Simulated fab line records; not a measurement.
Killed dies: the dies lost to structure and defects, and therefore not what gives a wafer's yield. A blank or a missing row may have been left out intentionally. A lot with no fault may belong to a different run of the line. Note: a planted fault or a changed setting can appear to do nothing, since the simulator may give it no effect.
Matching of chambers	flow n5_finfet	N5_BEOL_M9_STRIP_19 on rie_diel-04 has 4 sister chambers
The step strips in O2. 14 wafers are shown with their chamber, then 7 later ones without.

== WAFERS, EACH WITH ITS CHAMBER ==
wafer	chamber	showerhead_plenum_p_Torr (Torr)	drypump_motor_current_A (A)	throttle_valve_pct (%)
L077.2	3	2.13	5.4	16.08
L077.3	2	1.99	6.4	16.94
L077.6	0	2.14	6.5	16.86
L079.1	1	2.12	5.6	16.73
L079.5	1	2.12	5.6	16.75
L079.6	2	1.99	6.4	16.94
L083.4	1	2.11	5.6	16.75
L083.5	2	1.99	6.4	16.97
L083.6	3	2.13	5.3	16.11
L085.1	0	2.14	6.5	16.41
L085.3	1	2.11	5.6	16.75
L085.6	3	2.13	5.4	16.11
L084.2	1	2.11	5.6	16.75
L084.4	3	2.13	5.4	16.11

SIGNATURES, as means of the wafers listed above
reading	chamber 0	chamber 1	chamber 2	chamber 3	scatter within a chamber
showerhead_plenum_p_Torr	2.1400	2.1140	1.9900	2.1300	0.00346
drypump_motor_current_A	6.500	5.600	6.400	5.375	0.0274
throttle_valve_pct	16.6350	16.7460	16.9500	16.1025	0.101
Rule: a wafer lies at a distance from a chamber equal to the root of the sum of squares, over the readings, of (its reading less the chamber's mean, divided by the reading's scatter). The wafer belongs to the nearest chamber; if the next one is less than 2 further off, it can't be placed. The scatter: the root of (the sum of the squares of (reading less its chamber's mean) over the shown wafers, divided by (wafers less chambers)).

== WAFERS WITH NO CHAMBER GIVEN ==
wafer	showerhead_plenum_p_Torr (Torr)	drypump_motor_current_A (A)	throttle_valve_pct (%)
L084.5	2.13	5.4	16.12
L087.1	2.14	6.4	16.42
L087.3	1.99	6.4	16.98
L087.6	2.11	5.6	16.76
L097.1	1.98	6.5	17.01
L097.3	2.12	5.4	16.16
L097.4	2.13	6.5	16.44

== EACH ONE'S CHAMBER ==
wafer	from the rows above	in truth
L084.5	3	3
L087.1	0	0
L087.3	2	2
L087.6	1	1
L097.1	2	2
L097.3	3	3
L097.4	0	0
Correctly placed: 7 of 7. From these rows, 0 cannot be placed. Number placed wrongly: 0.
